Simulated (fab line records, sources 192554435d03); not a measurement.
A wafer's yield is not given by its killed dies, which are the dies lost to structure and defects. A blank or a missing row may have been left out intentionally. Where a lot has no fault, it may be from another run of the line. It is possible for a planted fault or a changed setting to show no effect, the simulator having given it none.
Which tool did it? || flow n5 finfet || Sampling: 10 lots, 29 wafers, 2 of 1938 route steps

## WHAT THE GAUGES READ, wafer by wafer
N5_ZERO_LAYER_INSPECT_20: inspects for defects (darkfield).
{"lot": "L208", "measured": "day 1 13:25", "on": "defect inspect-02", "raw defect count": "45 50"}
{"lot": "L209", "measured": "day 1 19:15", "on": "defect inspect-02", "raw defect count": "24 20 13"}
{"lot": "L210", "measured": "day 2 01:17", "on": "defect inspect-02", "raw defect count": "42 52 41"}
{"lot": "L211", "measured": "day 2 07:24", "on": "defect inspect-02", "raw defect count": "21 19 12"}
{"lot": "L212", "measured": "day 2 13:46", "on": "defect inspect-01", "raw defect count": "22 26 20"}
{"lot": "L213", "measured": "day 2 19:23", "on": "defect inspect-02", "raw defect count": "68 54 60"}
{"lot": "L216", "measured": "day 3 13:21", "on": "defect inspect-01", "raw defect count": "60 37 45"}
{"lot": "L229", "measured": "day 6 19:22", "on": "defect inspect-01", "raw defect count": "1153 61 45"}
{"lot": "L230", "measured": "day 7 01:23", "on": "defect inspect-02", "raw defect count": "14 14 16"}
{"lot": "L231", "measured": "day 7 07:41", "on": "defect inspect-02", "raw defect count": "19 37 33"}

## WHAT TOOL EACH LOT RAN ON (gives the tool, then ch and the chambers of the sampled wafers, and finally the start)
{"lot": "L208", "N5_ZERO_LAYER_PRECLEAN_00": "wet bench-01 ch 2,7, day 1 12:06"}
{"lot": "L209", "N5_ZERO_LAYER_PRECLEAN_00": "wet bench-03 ch 4,5,6, day 1 18:04"}
{"lot": "L210", "N5_ZERO_LAYER_PRECLEAN_00": "wet bench-01 ch 0,4,5, day 2 00:04"}
{"lot": "L211", "N5_ZERO_LAYER_PRECLEAN_00": "wet bench-02 ch 1,3,6, day 2 06:04"}
{"lot": "L212", "N5_ZERO_LAYER_PRECLEAN_00": "wet bench-01 ch 4,6,7, day 2 12:04"}
{"lot": "L213", "N5_ZERO_LAYER_PRECLEAN_00": "wet bench-03 ch 4,6,7, day 2 18:04"}
{"lot": "L216", "N5_ZERO_LAYER_PRECLEAN_00": "wet bench-02 ch 0,6,7, day 3 12:04"}
{"lot": "L229", "N5_ZERO_LAYER_PRECLEAN_00": "wet bench-03 ch 2,4,7, day 6 18:04"}
{"lot": "L230", "N5_ZERO_LAYER_PRECLEAN_00": "wet bench-01 ch 1,2,6, day 7 00:04"}
{"lot": "L231", "N5_ZERO_LAYER_PRECLEAN_00": "wet bench-02 ch 3,4,5, day 7 06:04"}
- N5_ZERO_LAYER_PRECLEAN_00: cleans in SPM, time 600 s.

## THE ANSWER, worked out from the rows above alone
Rule: the usual values come from the lots themselves. Put in order of their means at a reading, lots are off if they are a third of the lots or fewer, leave a main group of 4 or more, and stand apart from it by a gap of 3 or more times the standard deviation of the main group's means; of several such gaps the widest counts. A main group is skipped when, at the precision printed for the reading in the tables above, its means are all equal. Also off: a lot with no number at a reading for which 4 or more lots have one. The other lots that the step has rows for count as sound.
Off: L229 (N5_ZERO_LAYER_INSPECT_20, raw defect count). For the main group the mean is 34 and the standard deviation 16.
If a tool, at a process step before that reading, ran all the lots that are off and no sound lot after the first of them, it fits. Gauges at N5_ZERO_LAYER_INSPECT_20: tried the same way as those tools. Can't be told from this: 2 tools fit, wet bench-03 at N5_ZERO_LAYER_PRECLEAN_00, defect inspect-01 at N5_ZERO_LAYER_INSPECT_20.

## WHAT THE SIMULATOR HAD INSERTED
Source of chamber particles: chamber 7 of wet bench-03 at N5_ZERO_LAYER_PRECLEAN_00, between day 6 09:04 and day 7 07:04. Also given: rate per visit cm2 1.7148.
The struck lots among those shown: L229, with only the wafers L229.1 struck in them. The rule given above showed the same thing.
